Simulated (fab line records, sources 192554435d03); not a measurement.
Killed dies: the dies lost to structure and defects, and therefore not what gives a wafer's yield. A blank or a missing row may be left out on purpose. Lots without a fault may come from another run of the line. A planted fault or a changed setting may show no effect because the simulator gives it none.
Lot-split experiment ; flow n5-finfet ; 21 wafers read across 7 lots, on a route 1938 steps long

SPLIT DETAILS
At N5_DUMMY_GATE_CVD_03 (deposits a-Si from SiH4, target thk 150 nm, time 8042 s), the setting temp-c was moved away from the recipe's 530 C on 6 of the 21 wafers read, by -3.4% to -1.5%. For the rest of the wafers, this setting stayed at what the recipe calls for.

Reading taken at the split's own step.

THE READING
a-Si_of_DUMMY_GATE_CVD_03.thk-nm (the simulator's own value, which no gauge read), in nm, at N5_DUMMY_GATE_CVD_03 (deposits a-Si from SiH4, target thk 150 nm, time 8042 s). The file does not state a usual value for it. Average 149.7 nm, standard deviation 1.6 nm, over the 15 wafers here run with the recipe.

wafer;tool, chamber at the split;temp-c as run, C;against the recipe;a-Si_of_DUMMY_GATE_CVD_03.thk-nm, nm;against lot-mates on the recipe
L080.2;-, -;522;-1.5%;120.4;no lot-mate on the recipe
L080.3;-, -;522;-1.5%;120.4;no lot-mate on the recipe
L080.5;-, -;522;-1.5%;119;no lot-mate on the recipe
L082.1;-, -;530;recipe;150.6;-
L082.4;-, -;530;recipe;149.6;-
L082.6;-, -;530;recipe;150.2;-
L083.1;-, -;530;recipe;148.2;-
L083.5;-, -;530;recipe;148.2;-
L083.3;-, -;530;recipe;148.6;-
L090.4;-, -;530;recipe;147.6;-
L090.5;-, -;530;recipe;147.2;-
L090.6;-, -;530;recipe;148.2;-
L091.2;-, -;512;-3.4%;87.4;no lot-mate on the recipe
L091.3;-, -;512;-3.4%;88.6;no lot-mate on the recipe
L091.6;-, -;512;-3.4%;87;no lot-mate on the recipe
L092.1;-, -;530;recipe;151.8;-
L092.3;-, -;530;recipe;151.2;-
L092.6;-, -;530;recipe;151.6;-
L096.1;lpcvd-01, 1/40;530;recipe;151.8;-
L096.5;lpcvd-01, 1/59;530;recipe;151;-
L096.6;lpcvd-01, 1/64;530;recipe;150.4;-

FIT RESULTS
A straight line over all 21 wafers: a-Si_of_DUMMY_GATE_CVD_03.thk-nm changes by +18.5 nm for each +1% of temp-c; r = +1.00; the points scatter about the line by 1.6 nm.
Too few moved wafers have a lot-mate on the recipe to fit a line with each lot's own level taken away.

THE FILE'S OWN FIT
a-Si_of_DUMMY_GATE_CVD_03.thk-nm changes by +18.5 nm for each +1% of temp-c, r = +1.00.
